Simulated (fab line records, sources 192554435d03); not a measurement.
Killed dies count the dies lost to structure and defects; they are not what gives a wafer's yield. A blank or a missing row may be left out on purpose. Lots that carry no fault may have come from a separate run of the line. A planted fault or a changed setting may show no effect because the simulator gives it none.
A struck lot beside a sound one    flow n5-finfet    15 out of 1938 route steps
Sound: these wafers, L650.1, L650.3, L650.5. Struck: wafers L658.1, L658.4, L658.5. At the end, the cause is stated.
Order at every step that has rows: each side's tool, ch and its chambers, its first start. Under that, the readings that differ: sound wafers    struck wafers    difference of the means    sigmas: that difference in standard deviations of wafers without a fault.
alike: readings whose means differ by less than 2 such deviations, and words and numbers that are the same on both sides. not compared: withheld readings, readings that some wafer has no value for, bounds like >300 that may hide the same value, and numbers for which the record gives no deviation and whose values overlap.
A row with sigmas, a row that says differs or no value, or rows on one side alone: a step with any of these is where the two part. Numbers that have no deviation but don't overlap get no sigmas and don't part them. A reading that every wafer of one side lacks parts them only if that side has two wafers or more.

first, 1 step without rows for these wafers: N5_BEOL_M2_DEVELOP_27 (develop time 30 s).
N5_BEOL_M2_CD_MEAS_28: target cd 26.2 nm, target cd y 24.1 nm.
  sound on cd-sem-02 ch 0, day 7 18:02; struck on cd-sem-02 ch 0, day 9 19:08
  alike: cd-nm
N5_BEOL_M2_OVL_MEAS_29:
  sound on overlay-01 ch 0, day 7 18:04; struck on overlay-01 ch 0, day 9 19:10
  alike: V1_OVL
N5_BEOL_M2_INSPECT_30: inspects for defects (brightfield).
  sound on defect-inspect-01, day 7 18:08; struck on defect-inspect-02, day 9 19:14
reading           sound        struck       difference  sigmas
raw-defect-count  171 378 345  398 657 629  +263        +3
N5_BEOL_M2_DESCUM_33: chemistry O2, time 7 s.
  sound on rie-diel-06 ch 0,2, day 7 18:14; struck on rie-diel-01 ch 0,1,3, day 9 19:16
reading       sound              struck             difference  sigmas
rf-vpp-V (V)  243.0 246.4 246.1  243.4 241.7 241.0  -3.1        -2
  alike: bias-power-w, drypump-motor-current-A, oes-product-au, showerhead-plenum-p-Torr, throttle-valve-pct
  not compared: rf-hours-counter-h
N5_BEOL_M2_ETCH_77: etches underlayer in N2/H2, target depth 6.5 nm, time 5.2 s.
  sound on rie-diel-06 ch 0,2, day 7 18:16; struck on rie-diel-01 ch 0,1,3, day 9 19:18
  alike: drypump-motor-current-A, etch-rf-on-time-s, n2-flow-sccm, oes-product-au, rf-vpp-V, showerhead-plenum-p-Torr, throttle-valve-pct
  not compared: rf-hours-counter-h
N5_BEOL_M2_ETCH_69: etches SiARC in CF4, target depth 15.6 nm, time 26 s.
  sound on rie-diel-06 ch 0,2, day 7 18:17; struck on rie-diel-01 ch 0,1,3, day 9 19:19
  alike: drypump-motor-current-A, etch-rf-on-time-s, oes-product-au, rf-vpp-V, showerhead-plenum-p-Torr, throttle-valve-pct
  not compared: rf-hours-counter-h
N5_BEOL_M2_ALD_98: deposits SiO2, target thk 2.5 nm, pulse time 1 s, co reactant pulse time 1 s.
  sound on ald-sin-01 ch 1,3, day 7 19:21; struck on ald-sin-03 ch 1,3, day 9 19:24
  alike: heater-power-w, precursor-pulse-height-rel
  not compared: since-wet-clean-h
N5_BEOL_M2_ETCHBACK_99: etches SiO2 in CHF3, target depth 5 nm, time 10.4 s.
  sound on rie-diel-06 ch 1,2,3, day 7 19:34; struck on rie-diel-01 ch 1,2, day 9 19:31
  alike: drypump-motor-current-A, oes-product-au, rf-vpp-V, showerhead-plenum-p-Torr, throttle-valve-pct
  not compared: rf-hours-counter-h
then, 3 steps without rows for these wafers: N5_BEOL_M2_ETCH_70 (etches SOC in N2/H2, target depth 80 nm, overetch 24 nm, time 130 s); N5_BEOL_M2_STRIP_71 (strips in N2/H2); N5_BEOL_M2_STRIP_78 (strips in N2/H2).
N5_BEOL_M2_VIA_ETCH_34: etches the open film in C4F6/O2, target depth 69.4 nm, time 65.9 s.
  sound on rie-diel-06 ch 1,2,3, day 7 19:42; struck on rie-diel-01 ch 1,2, day 9 19:40
reading                                   sound             struck             difference  sigmas
model.etch.depth-nm (nm)                  69.34 68.3 68.44  96.44 96.23 96.16  +27.58      
model.SOC_of_BEOL_M2_COAT_67.thk-nm (nm)  51.8 51.8 52      48.8 48.8 49       -3.0        
  alike: drypump-motor-current-A, oes-product-au, rf-vpp-V, showerhead-plenum-p-Torr, throttle-valve-pct
  not compared: rf-hours-counter-h
then, 1 step without rows for these wafers: N5_BEOL_M2_STRIP_83 (strips in C4F6/O2).
N5_BEOL_M4_RC_MEAS_101:
  sound on prober-01 ch 0, day 8 23:05; struck on prober-02 ch 0, day 11 00:00
reading        sound        struck       difference  sigmas
ION_N (uA/um)  686 681 682  656 670 663  -20         -2
  alike: DIBL_N, DIBL_P, IOFF_N, IOFF_P, ION_P, SS_N, SS_P, VT_N, VT_P

== WHERE THEY PART ==
First at N5_BEOL_M2_INSPECT_30; last, within this record, at N5_BEOL_M4_RC_MEAS_101.

WHY: the cause the simulator had injected
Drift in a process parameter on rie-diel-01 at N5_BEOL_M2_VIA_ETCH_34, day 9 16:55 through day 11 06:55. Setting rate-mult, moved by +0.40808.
